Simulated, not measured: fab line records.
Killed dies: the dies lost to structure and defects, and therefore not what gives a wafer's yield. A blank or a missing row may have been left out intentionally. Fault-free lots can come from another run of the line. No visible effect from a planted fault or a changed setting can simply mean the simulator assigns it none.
fab line records -- flow n5-finfet
record lots=7, wafers=21
route steps=1938 shown BEOL_M9@1411 BEOL_M10@1477 BEOL_M11@1539 BEOL_M12@1609 BEOL_M13@1693
start-h: the number of hours between the record's first day and the start of the first shown wafer of the lot -- wait-h: hours since the lot's step before -- " unchanged from the row above -- L1.1+2: a single row standing in for several wafers -- - either no value or no given start -- * or withheld: withheld -- < > ~ a bound
route shown NAME@n: NAME is a module with steps in the file, n the number in the route of the first one -- usual: the fault-free wafers' mean and standard deviation -- same: alike in all rows -- chamber/n: place in a boat -- sites: readings site by site -- _std_site: standard deviation of those values -- _edge_site: the outer-site mean with the inner-site mean subtracted -- radius-mm: how far each site lies from the wafer's centre -- mask NAME#n: copy n -- behind: tool/chamber where the wafer was last shaped -- hold: cause of the lot's hold/its duration in hours/its outcome -- device: the n, p or np transistor that did not switch -- end of line: at the end of the route, the tests of the same wafers -- a step without rows: its recipe alone -- killed: at the first sort, the dies lost to defects and structure; wafer yield is something else -- map: the dies of a wafer, with x for killed, . for not killed, _ for no die there
set.NAME: the setting the step ran with; set.NAME@STEP: the setting that earlier step ran with -- model.NAME: the simulator's own value behind a step, which no gauge read
one table per step and one row per wafer, for lots whose settings were changed on purpose
## steps
# step N5_BEOL_M9_EXPOSE_08
# recipe mask-id=M9, na=1.35, source-shape=dipole, sigma-inner=0.411, sigma-outer=0.611, polarization=te, dose-mj=53.75
lot.wafer,tool,chamber,start-h,wait-h,mask,set.dose-mj
L077.3+5+6,arfi-scanner-03,0,244.97,-,M9#0,53.75
L081.3+4+5,arfi-scanner-03,0,280.61,-,M9#0,53.75
L084.1+3,arfi-scanner-02,0,292.06,-,M9#0,53.75
L084.2,arfi-scanner-02,0,292.06,-,M9#0,55.91
L085.2+3+5,arfi-scanner-03,0,294.47,-,M9#0,53.75
L091.1+6,arfi-scanner-01,0,329.87,-,M9#0,51.75
L091.4,arfi-scanner-01,0,329.87,-,M9#0,53.75
L089.1,arfi-scanner-01,0,336.59,-,M9#0,54.94
L089.4+5,arfi-scanner-01,0,336.59,-,M9#0,53.75
L094.2+6,arfi-scanner-03,0,381.99,-,M9#0,53.75
L094.4,arfi-scanner-03,0,381.99,-,M9#0,50.71
# step N5_BEOL_M9_PEB_09
# recipe peb-temp-c=withheld, peb-time-s=60, resist=CAR-ArF
# step N5_BEOL_M9_DEVELOP_10
# recipe develop-time-s=30, developer=TMAH, resist=CAR-ArF, rinse-liquid=diw, dry=air-spin, dev-temp-c=23
# step N5_BEOL_M9_CD_MEAS_11
# recipe target-cd-nm=64.1, landing-energy-ev=500, detector=se-inlens, polarity=opening
# usual cd-nm=64.3/0.55
lot.wafer,tool,chamber,start-h,wait-h,set.dose-mj@BEOL_M9_EXPOSE_08,cd-nm
L077.3,cd-sem-02,0,245.09,-,53.75,64.3
L077.5,cd-sem-02,0,245.09,-,53.75,62.8
L077.6,cd-sem-02,0,245.09,-,53.75,64.2
L081.3,cd-sem-01,0,280.73,-,53.75,64.6
L081.4,cd-sem-01,0,280.73,-,53.75,64.4
L081.5,cd-sem-01,0,280.73,-,53.75,64.9
L084.1,cd-sem-03,0,292.19,-,53.75,63.8
L084.2,cd-sem-03,0,292.19,-,55.91,66.7
L084.3,cd-sem-03,0,292.19,-,53.75,65.0
L085.2,cd-sem-01,0,294.59,-,53.75,63.6
L085.3,cd-sem-01,0,294.59,-,53.75,64.0
L085.5,cd-sem-01,0,294.59,-,53.75,64.0
L091.1,cd-sem-02,0,330.00,-,51.75,62.3
L091.4,cd-sem-02,0,330.00,-,53.75,64.3
L091.6,cd-sem-02,0,330.00,-,51.75,62.5
L089.1,cd-sem-01,0,336.71,-,54.94,66.0
L089.4,cd-sem-01,0,336.71,-,53.75,64.9
L089.5,cd-sem-01,0,336.71,-,53.75,64.7
L094.2,cd-sem-02,0,382.11,-,53.75,64.4
L094.4,cd-sem-02,0,382.11,-,50.71,61.8
L094.6,cd-sem-02,0,382.11,-,53.75,64.5
# step N5_BEOL_M9_DESCUM_16
# recipe chemistry=O2, time-s=7.9, source-power-w=50, bias-power-w=20, pressure-mtorr=20, rf-frequency-hz=2.712e+07, temp-c=40, resist=CAR-ArF, o2-flow-sccm=225
# step N5_BEOL_M9_ETCH_61
# recipe chemistry=CF4, target=SiARC, target-depth-a=390, mask-material=CAR-ArF, time-s=65, ion-energy-ev=80, pressure-mtorr=40, source-w=545, bias-w=36, Ar_flow_sccm=100, cf4-flow-sccm=100, ends=cleared
lot.wafer,tool,chamber,start-h,wait-h,set.dose-mj@BEOL_M9_EXPOSE_08,model.BEOL_M9.cd-offset-nm
L077.3,rie-diel-01,2,247.04,0.0,53.75,0
L077.5,rie-diel-01,1,247.04,0.0,53.75,-1
L077.6,rie-diel-01,0,247.04,0.0,53.75,0.2
L081.3+4,rie-diel-03,"3,2",280.92,0.0,53.75,0.6
L081.5,rie-diel-03,3,280.92,0.0,53.75,0.8
L084.1,rie-diel-03,1,292.35,0.0,53.75,-0.4
L084.2,rie-diel-03,2,292.35,0.0,55.91,2.6
L084.3,rie-diel-03,0,292.35,0.0,53.75,0.2
L085.2,rie-diel-01,1,294.71,0.0,53.75,-0.4
L085.3,rie-diel-01,2,294.71,0.0,53.75,0.4
L085.5,rie-diel-01,2,294.71,0.0,53.75,0
L091.1,rie-diel-02,3,330.12,0.0,51.75,-1.4
L091.4,rie-diel-02,1,330.12,0.0,53.75,-0.4
L091.6,rie-diel-02,2,330.12,0.0,51.75,-1.6
L089.1,rie-diel-01,2,339.69,0.1,54.94,1.8
L089.4+5,rie-diel-01,2,339.69,0.1,53.75,0.8
L094.2,rie-diel-02,1,382.33,0.0,53.75,0
L094.4,rie-diel-02,0,382.33,0.0,50.71,-2
L094.6,rie-diel-02,1,382.33,0.0,53.75,0.2
# step N5_BEOL_M9_ETCH_62
# recipe chemistry=N2/H2, target=SOC, target-depth-a=1100, overetch-a=220, mask-material=SiARC, temp-c=40, time-s=165, ion-energy-ev=200, pressure-mtorr=30, source-w=840, bias-w=150, n2-flow-sccm=200, h2-flow-sccm=200
# step N5_BEOL_M9_STRIP_68
# recipe chemistry=N2/H2, temp-c=40, n2-flow-sccm=200, h2-flow-sccm=200, rf-frequency-hz=6e+07
# step N5_BEOL_M9_STRIP_67
# recipe chemistry=CF4, resist=SiARC, power-w=300, bias-power-w=75, pressure-mtorr=50, cf4-flow-sccm=150, rf-frequency-hz=6e+07
# step N5_BEOL_M9_HM_OPEN_17
# recipe chemistry=Cl2/BCl3, target-depth-a=200, overetch-a=60, target=TiN, mask-material=SOC, ion-energy-ev=150, pressure-mtorr=10, icp-w=1000, bias-w=126, Cl2_flow_sccm=53.25, bcl3-flow-sccm=21.75, Ar_flow_sccm=25
lot.wafer,tool,chamber,start-h,wait-h,set.target-thk-a@BEOL_M9_HM_DEP_02,model.etch.depth-nm
L077.3,rie-metal-02,0,247.31,0.1,200,19.68
L077.5,rie-metal-02,1,247.31,0.1,200,19.52
L077.6,rie-metal-02,0,247.31,0.1,200,19.98
L081.3,rie-metal-01,0,281.24,0.1,200,19.98
L081.4,rie-metal-01,0,281.24,0.1,200,19.94
L081.5,rie-metal-01,0,281.24,0.1,187.8,18.78
L084.1,rie-metal-02,0,292.58,0.0,200,20.04
L084.2,rie-metal-02,1,292.58,0.0,219.5,21.88
L084.3,rie-metal-02,1,292.58,0.0,219.5,22.01
L085.2,rie-metal-01,1,294.95,0.0,200,19.67
L085.3,rie-metal-01,0,294.95,0.0,200,19.95
L085.5,rie-metal-01,1,294.95,0.0,200,20.17
L091.1,rie-metal-02,0,330.36,0.0,200,20.28
L091.4,rie-metal-02,1,330.36,0.0,182.9,18.51
L091.6,rie-metal-02,1,330.36,0.0,182.9,18.52
L089.1,rie-metal-03,0,341.13,0.8,200,19.4
L089.4,rie-metal-03,0,341.13,0.8,200,19.9
L089.5,rie-metal-03,0,341.13,0.8,225.8,22.2
L094.2,rie-metal-03,1,382.57,0.0,200,20.11
L094.4,rie-metal-03,0,382.57,0.0,176.2,17.38
L094.6,rie-metal-03,1,382.57,0.0,200,19.66
# step N5_BEOL_M10_COAT_05
# recipe resist=CAR-ArF, spin-rpm=1500, resist-thk-nm=90
lot.wafer,tool,chamber,start-h,wait-h,set.spin-rpm,model.CAR-ArF_of_BEOL_M10_COAT_05.thk-nm
L077.3+6,litho-track-04,0,-,-,1500,90.2
L077.5,litho-track-04,0,-,-,1630,86.6
L081.3,litho-track-01,0,-,-,1500,89.8
L081.4+5,litho-track-01,0,-,-,1500,90
L084.1+3,litho-track-04,0,-,-,1500,90.2
L084.2,litho-track-04,0,-,-,1500,89.8
L085.2+5,litho-track-04,0,-,-,1500,90
L085.3,litho-track-04,0,-,-,1500,90.4
L091.1+4,litho-track-01,0,-,-,1500,90
L091.6,litho-track-01,0,-,-,1589,87.2
L089.1,litho-track-01,0,-,-,1500,90
L089.4,litho-track-01,0,-,-,1364,94.4
L089.5,litho-track-01,0,-,-,1364,94.6
L094.2,litho-track-04,0,-,-,1335,95.4
L094.4,litho-track-04,0,-,-,1335,95.2
L094.6,litho-track-04,0,-,-,1500,89.8
# step N5_BEOL_M10_EBR_07
# recipe solvent=PGMEA, ebr-width-mm=1.5
# step N5_BEOL_M10_SOFTBAKE_06
# recipe temp-c=110, time-s=60, resist=CAR-ArF
# step N5_BEOL_M10_DESCUM_16
# recipe chemistry=O2, time-s=7.9, source-power-w=50, bias-power-w=20, pressure-mtorr=20, rf-frequency-hz=2.712e+07, temp-c=40, resist=CAR-ArF, o2-flow-sccm=225
lot.wafer,tool,chamber,start-h,wait-h,set.spin-rpm@BEOL_M10_COAT_05,model.CAR-ArF_of_BEOL_M10_COAT_05.thk-nm
L077.3,rie-diel-04,1,256.46,0.0,1500,83.6
L077.5,rie-diel-04,2,256.46,0.0,1630,80
L077.6,rie-diel-04,3,256.46,0.0,1500,83.8
L081.3+5,rie-diel-04,1,289.25,0.0,1500,83.4
L081.4,rie-diel-04,0,289.25,0.0,1500,83.6
L084.1,rie-diel-06,3,299.47,0.6,1500,83.6
L084.2,rie-diel-06,1,299.47,0.6,1500,83.2
L084.3,rie-diel-06,2,299.47,0.6,1500,83.8
L085.2+5,rie-diel-05,2,302.77,1.0,1500,83.6
L085.3,rie-diel-05,1,302.77,1.0,1500,83.8
L091.1+4,rie-diel-06,"3,1",337.39,0.0,1500,83.4
L091.6,rie-diel-06,2,337.39,0.0,1589,80.8
L089.1,rie-diel-06,1,349.57,0.0,1500,83.4
L089.4,rie-diel-06,3,349.57,0.0,1364,87.8
L089.5,rie-diel-06,2,349.57,0.0,1364,88
L094.2,rie-diel-04,2,390.85,0.0,1335,88.8
L094.4,rie-diel-04,0,390.85,0.0,1335,88.6
L094.6,rie-diel-04,0,390.85,0.0,1500,83.2
# step N5_BEOL_M11_PECVD_70
# recipe material=SiO2, target-thk-a=200, temp-c=400, precursor=TEOS/O2, pressure-torr=5.5, rf-w=450, teos-flow-sccm=53.8, gas=O2, flow-sccm=3000, time-s=22.7
lot.wafer,tool,chamber,start-h,wait-h,set.time-s,model.SiO2_of_BEOL_M11_PECVD_70.thk-nm
L077.3,pecvd-02,0,269.66,0.1,23.57,20.6
L077.5,pecvd-02,1,269.66,0.1,23.57,21
L077.6,pecvd-02,0,269.66,0.1,22.7,20
L081.3+4,pecvd-03,"2,1",295.50,0.0,22.7,20.2
L081.5,pecvd-03,0,295.50,0.0,22.7,20
L084.1,pecvd-03,1,305.47,0.0,22.7,19.2
L084.2,pecvd-03,2,305.47,0.0,21.79,19
L084.3,pecvd-03,0,305.47,0.0,22.7,19.6
L085.2,pecvd-02,2,309.03,0.0,22.7,19.8
L085.3,pecvd-02,0,309.03,0.0,22.7,19.6
L085.5,pecvd-02,0,309.03,0.0,22.7,20
L091.1+4,pecvd-03,"1,0",342.65,0.0,25.43,22.2
L091.6,pecvd-03,2,342.65,0.0,22.7,20.2
L089.1,pecvd-02,0,361.25,0.0,19.87,17.6
L089.4,pecvd-02,0,361.25,0.0,19.87,17.8
L089.5,pecvd-02,2,361.25,0.0,22.7,20
L094.2,pecvd-03,1,401.74,0.0,22.7,20.2
L094.4,pecvd-03,1,401.74,0.0,25.63,22.8
L094.6,pecvd-03,2,401.74,0.0,22.7,20.4
# step N5_BEOL_M11_COAT_59
# recipe resist=SOC, temp-c=250, time-s=60, spin-rpm=1500, resist-thk-nm=100
lot.wafer,tool,chamber,start-h,wait-h,set.spin-rpm,model.SOC_of_BEOL_M11_COAT_59.thk-nm
L077.3,litho-track-03,0,271.21,0.1,1500,99.6
L077.5+6,litho-track-03,0,271.21,0.1,1500,99.8
L081.3,litho-track-03,0,296.10,0.1,1500,100
L081.4,litho-track-03,0,296.10,0.1,1500,100.2
L081.5,litho-track-03,0,296.10,0.1,1500,99.8
L084.1+2,litho-track-02,0,306.75,0.1,1500,100
L084.3,litho-track-02,0,306.75,0.1,1664,94.6
L085.2+5,litho-track-03,0,310.40,0.1,1500,99.8
L085.3,litho-track-03,0,310.40,0.1,1500,100.2
L091.1,litho-track-02,0,343.07,0.1,1500,99.8
L091.4,litho-track-02,0,343.07,0.1,1405,102.8
L091.6,litho-track-02,0,343.07,0.1,1500,99.6
L089.1+4+5,litho-track-02,0,362.64,0.1,1500,100
L094.2,litho-track-05,0,406.23,0.1,1500,100.2
L094.4,litho-track-05,0,406.23,0.1,1581,97.4
L094.6,litho-track-05,0,406.23,0.1,1581,97.6
# step N5_BEOL_M11_COAT_60
# recipe resist=SiARC, temp-c=220, time-s=60, spin-rpm=1500, resist-thk-nm=30
# step N5_BEOL_M11_COAT_05
# recipe resist=CAR-ArF, spin-rpm=1500, resist-thk-nm=90
# step N5_BEOL_M11_DESCUM_16
# recipe chemistry=O2, time-s=7.9, source-power-w=50, bias-power-w=20, pressure-mtorr=20, rf-frequency-hz=2.712e+07, temp-c=40, resist=CAR-ArF, o2-flow-sccm=225
# step N5_BEOL_M11_ETCH_61
# recipe chemistry=CF4, target=SiARC, target-depth-a=390, mask-material=CAR-ArF, time-s=65, ion-energy-ev=80, pressure-mtorr=40, source-w=545, bias-w=36, Ar_flow_sccm=100, cf4-flow-sccm=100, ends=cleared
# step N5_BEOL_M11_ETCH_62
# recipe chemistry=N2/H2, target=SOC, target-depth-a=1100, overetch-a=220, mask-material=SiARC, temp-c=40, time-s=165, ion-energy-ev=200, pressure-mtorr=30, source-w=840, bias-w=150, n2-flow-sccm=200, h2-flow-sccm=200
lot.wafer,tool,chamber,start-h,wait-h,set.spin-rpm@BEOL_M11_COAT_59,model.etch.depth-nm
L077.3,rie-diel-01,0,271.70,0.0,1500,99.63
L077.5,rie-diel-01,0,271.70,0.0,1500,99.8
L077.6,rie-diel-01,3,271.70,0.0,1500,99.89
L081.3,rie-diel-01,2,296.97,0.0,1500,100
L081.4,rie-diel-01,3,296.97,0.0,1500,100.2
L081.5,rie-diel-01,3,296.97,0.0,1500,99.85
L084.1,rie-diel-03,1,307.33,0.0,1500,99.94
L084.2,rie-diel-03,2,307.33,0.0,1500,99.95
L084.3,rie-diel-03,3,307.33,0.0,1664,94.58
L085.2,rie-diel-01,2,310.94,0.0,1500,99.81
L085.3,rie-diel-01,1,310.94,0.0,1500,100.2
L085.5,rie-diel-01,1,310.94,0.0,1500,99.82
L091.1,rie-diel-01,2,345.57,0.1,1500,99.87
L091.4,rie-diel-01,2,345.57,0.1,1405,102.8
L091.6,rie-diel-01,1,345.57,0.1,1500,99.53
L089.1,rie-diel-03,2,363.26,0.0,1500,99.92
L089.4+5,rie-diel-03,"3,1",363.26,0.0,1500,100
L094.2,rie-diel-01,2,406.77,0.0,1500,100.2
L094.4,rie-diel-01,3,406.77,0.0,1581,97.47
L094.6,rie-diel-01,2,406.77,0.0,1581,97.54
# step N5_BEOL_M11_STRIP_68
# recipe chemistry=N2/H2, temp-c=40, n2-flow-sccm=200, h2-flow-sccm=200, rf-frequency-hz=6e+07
# step N5_BEOL_M11_STRIP_67
# recipe chemistry=CF4, resist=SiARC, power-w=300, bias-power-w=75, pressure-mtorr=50, cf4-flow-sccm=150, rf-frequency-hz=6e+07
# step N5_BEOL_M11_HM_OPEN_17
# recipe chemistry=Cl2/BCl3, target-depth-a=200, overetch-a=60, target=TiN, mask-material=SOC, ion-energy-ev=150, pressure-mtorr=10, icp-w=1000, bias-w=126, Cl2_flow_sccm=53.25, bcl3-flow-sccm=21.75, Ar_flow_sccm=25
lot.wafer,tool,chamber,start-h,wait-h,set.spin-rpm@BEOL_M11_COAT_59,model.SOC_of_BEOL_M11_COAT_59.thk-nm
L077.3,rie-metal-01,1,271.95,0.1,1500,91.8
L077.5+6,rie-metal-01,1,271.95,0.1,1500,92
L081.3,rie-metal-01,0,297.19,0.1,1500,91.6
L081.4,rie-metal-01,1,297.19,0.1,1500,92.2
L081.5,rie-metal-01,1,297.19,0.1,1500,91.8
L084.1,rie-metal-03,1,307.52,0.0,1500,91.8
L084.2,rie-metal-03,0,307.52,0.0,1500,92
L084.3,rie-metal-03,0,307.52,0.0,1664,86.8
L085.2,rie-metal-03,1,311.13,0.0,1500,91.6
L085.3,rie-metal-03,0,311.13,0.0,1500,92.4
L085.5,rie-metal-03,0,311.13,0.0,1500,92
L091.1,rie-metal-01,1,345.84,0.0,1500,91.8
L091.4,rie-metal-01,1,345.84,0.0,1405,94.8
L091.6,rie-metal-01,0,345.84,0.0,1500,91.2
L089.1+4+5,rie-metal-02,"0,1,0",363.46,0.0,1500,92.2
L094.2,rie-metal-03,1,406.96,0.0,1500,92
L094.4,rie-metal-03,0,406.96,0.0,1581,89.4
L094.6,rie-metal-03,0,406.96,0.0,1581,89.8
# step N5_BEOL_M12_PEB_08
# recipe peb-temp-c=130, peb-time-s=90
lot.wafer,tool,chamber,start-h,wait-h,set.peb-temp-c
L077.3+6,litho-track-04,0,279.27,0.0,130
L077.5,litho-track-04,0,279.27,0.0,133.3
L081.3+4+5,litho-track-01,0,302.37,0.0,133.7
L084.1,litho-track-01,0,312.87,0.1,133.5
L084.2+3,litho-track-01,0,312.87,0.1,130
L085.2+3+5,litho-track-03,0,317.77,0.0,130
L091.1+6,litho-track-04,0,351.58,0.1,131.9
L091.4,litho-track-04,0,351.58,0.1,130
L089.1+4+5,litho-track-04,0,369.53,0.1,130
L094.2+4+6,litho-track-03,0,412.92,0.0,132.1
# step N5_BEOL_M12_DEVELOP_09
# recipe develop-time-s=45, rinse-liquid=diw, dry=air-spin, dev-temp-c=21
# step N5_BEOL_M12_HARDBAKE_14
# recipe temp-c=130, time-s=120
# step N5_BEOL_M12_CD_MEAS_10
# recipe target-cd-nm=140, landing-energy-ev=500, detector=se-inlens, polarity=opening
# usual cd-nm=141.1/2.1
lot.wafer,tool,chamber,start-h,wait-h,set.peb-temp-c@BEOL_M12_PEB_08,cd-nm
L077.3,cd-sem-01,0,279.39,-,130,143.1
L077.5,cd-sem-01,0,279.39,-,133.3,154.1
L077.6,cd-sem-01,0,279.39,-,130,144.1
L081.3,cd-sem-01,0,302.48,-,133.7,150.5
L081.4,cd-sem-01,0,302.48,-,133.7,150.5
L081.5,cd-sem-01,0,302.48,-,133.7,148.6
L084.1,cd-sem-02,0,312.99,-,133.5,150.3
L084.2,cd-sem-02,0,312.99,-,130,140.0
L084.3,cd-sem-02,0,312.99,-,130,140.0
L085.2,cd-sem-03,0,317.88,-,130,138.1
L085.3,cd-sem-03,0,317.88,-,130,140.0
L085.5,cd-sem-03,0,317.88,-,130,140.6
L091.1,cd-sem-02,0,351.70,-,131.9,149.7
L091.4,cd-sem-02,0,351.70,-,130,143.3
L091.6,cd-sem-02,0,351.70,-,131.9,149.6
L089.1,cd-sem-02,0,369.64,-,130,140.0
L089.4,cd-sem-02,0,369.64,-,130,140.1
L089.5,cd-sem-02,0,369.64,-,130,143.8
L094.2,cd-sem-03,0,413.03,-,132.1,143.2
L094.4,cd-sem-03,0,413.03,-,132.1,146.6
L094.6,cd-sem-03,0,413.03,-,132.1,144.9
# step N5_BEOL_M12_STRIP_71
# recipe chemistry=post-etch-residue-remover, time-s=60, temp-c=25, remover-ph=withheld, remover-water-wt-pct=withheld, remover-fluoride-wt-pct=withheld
# step N5_BEOL_M12_SRD_72
# recipe time-s=30, temp-c=23, rinse-liquid=diw, dry=n2-spin, spin-rpm=1500, dry-time-s=30
# step N5_BEOL_M12_CD_MEAS_17
# recipe target-cd-nm=140, polarity=opening
# usual cd-nm=141.5/2.3
lot.wafer,tool,chamber,start-h,wait-h,set.peb-temp-c@BEOL_M12_PEB_08,cd-nm
L077.3,cd-sem-01,-,280.19,0.0,130,143.1
L077.5,cd-sem-01,-,280.19,0.0,133.3,154.4
L077.6,cd-sem-01,-,280.19,0.0,130,146.6
L081.3,cd-sem-02,-,304.15,0.0,133.7,150.6
L081.4,cd-sem-02,-,304.15,0.0,133.7,150.1
L081.5,cd-sem-02,-,304.15,0.0,133.7,149.5
L084.1,cd-sem-03,-,315.17,0.0,133.5,150.5
L084.2,cd-sem-03,-,315.17,0.0,130,142.2
L084.3,cd-sem-03,-,315.17,0.0,130,139.0
L085.2,cd-sem-03,-,320.88,0.0,130,139.8
L085.3,cd-sem-03,-,320.88,0.0,130,138.5
L085.5,cd-sem-03,-,320.88,0.0,130,142.9
L091.1,cd-sem-01,-,352.28,0.0,131.9,150.3
L091.4,cd-sem-01,-,352.28,0.0,130,145.0
L091.6,cd-sem-01,-,352.28,0.0,131.9,150.6
L089.1,cd-sem-01,-,370.22,0.0,130,139.7
L089.4,cd-sem-01,-,370.22,0.0,130,139.6
L089.5,cd-sem-01,-,370.22,0.0,130,142.4
L094.2,cd-sem-02,-,413.61,0.0,132.1,144.2
L094.4,cd-sem-02,-,413.61,0.0,132.1,148.1
L094.6,cd-sem-02,-,413.61,0.0,132.1,146.8
# step N5_BEOL_M13_ETCH_67
# recipe chemistry=CF4, target=SiARC, target-depth-a=1430, time-s=238.3, ion-energy-ev=80, pressure-mtorr=40, source-w=545, bias-w=36, Ar_flow_sccm=100, cf4-flow-sccm=100, ends=cleared
# usual rf-vpp-V=184.1/1.1
lot.wafer,tool,chamber,start-h,wait-h,set.bias-w,rf-vpp-V
L077.3,rie-diel-01,2,288.39,0.0,36,184.7
L077.5,rie-diel-01,1,288.39,0.0,36,183.2
L077.6,rie-diel-01,2,288.39,0.0,36,185.0
L081.3,rie-diel-03,0,310.93,0.0,36,184.8
L081.4,rie-diel-03,2,310.93,0.0,39.02,194.5
L081.5,rie-diel-03,0,310.93,0.0,36,183.9
L084.1,rie-diel-03,1,325.95,0.0,36,185.6
L084.2,rie-diel-03,2,325.95,0.0,36,183.7
L084.3,rie-diel-03,0,325.95,0.0,36,185.2
L085.2,rie-diel-02,3,326.75,0.0,36,185.2
L085.3,rie-diel-02,1,326.75,0.0,36,184.5
L085.5,rie-diel-02,1,326.75,0.0,36,184.7
L091.1,rie-diel-01,1,361.98,0.0,30.82,166.7
L091.4,rie-diel-01,1,361.98,0.0,30.82,166.3
L091.6,rie-diel-01,2,361.98,0.0,36,184.3
L089.1,rie-diel-03,3,376.92,0.0,36,183.7
L089.4,rie-diel-03,2,376.92,0.0,36,184.4
L089.5,rie-diel-03,3,376.92,0.0,36,183.8
L094.2,rie-diel-01,1,418.53,0.0,36,183.2
L094.4,rie-diel-01,0,418.53,0.0,37.67,189.8
L094.6,rie-diel-01,3,418.53,0.0,37.67,187.9
## key
split step=N5_BEOL_M9_EXPOSE_08, setting=dose-mj, stated=53.75, by=wafer
response step=N5_BEOL_M9_CD_MEAS_11, reading=cd-nm, change=+0.51, per=1%, r=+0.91
response step=N5_BEOL_M9_ETCH_61, reading=model.BEOL_M9.cd-offset-nm, change=+0.434, per=1%, r=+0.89
split step=N5_BEOL_M10_COAT_05, setting=spin-rpm, stated=1500, by=wafer
response step=N5_BEOL_M10_COAT_05, reading=model.CAR-ArF_of_BEOL_M10_COAT_05.thk-nm, change=-0.476, per=1%, r=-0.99
response step=N5_BEOL_M10_DESCUM_16, reading=model.CAR-ArF_of_BEOL_M10_COAT_05.thk-nm, change=-0.475, per=1%, r=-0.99
split step=N5_BEOL_M11_PECVD_70, setting=time-s, stated=22.7, by=wafer
response step=N5_BEOL_M11_PECVD_70, reading=model.SiO2_of_BEOL_M11_PECVD_70.thk-nm, change=+0.18, per=1%, r=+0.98
split step=N5_BEOL_M11_COAT_59, setting=spin-rpm, stated=1500, by=wafer
response step=N5_BEOL_M11_COAT_59, reading=model.SOC_of_BEOL_M11_COAT_59.thk-nm, change=-0.494, per=1%, r=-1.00
response step=N5_BEOL_M11_ETCH_62, reading=model.etch.depth-nm, change=-0.491, per=1%, r=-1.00
response step=N5_BEOL_M11_HM_OPEN_17, reading=model.SOC_of_BEOL_M11_COAT_59.thk-nm, change=-0.475, per=1%, r=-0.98
split step=N5_BEOL_M12_PEB_08, setting=peb-temp-c, stated=130, by=wafer
response step=N5_BEOL_M12_CD_MEAS_10, reading=cd-nm, change=+4.02, per=1%, r=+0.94
response step=N5_BEOL_M12_CD_MEAS_17, reading=cd-nm, change=+3.73, per=1%, r=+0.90
split step=N5_BEOL_M13_ETCH_67, setting=bias-w, stated=36, by=wafer
response step=N5_BEOL_M13_ETCH_67, reading=rf-vpp-V, change=+1.23, per=1%, r=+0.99
split outside-this-file step=N5_BEOL_M9_HM_DEP_02 setting=target-thk-a
# split outside-this-file: this setting was split too, and the file shows its column; the key of that split is in another file
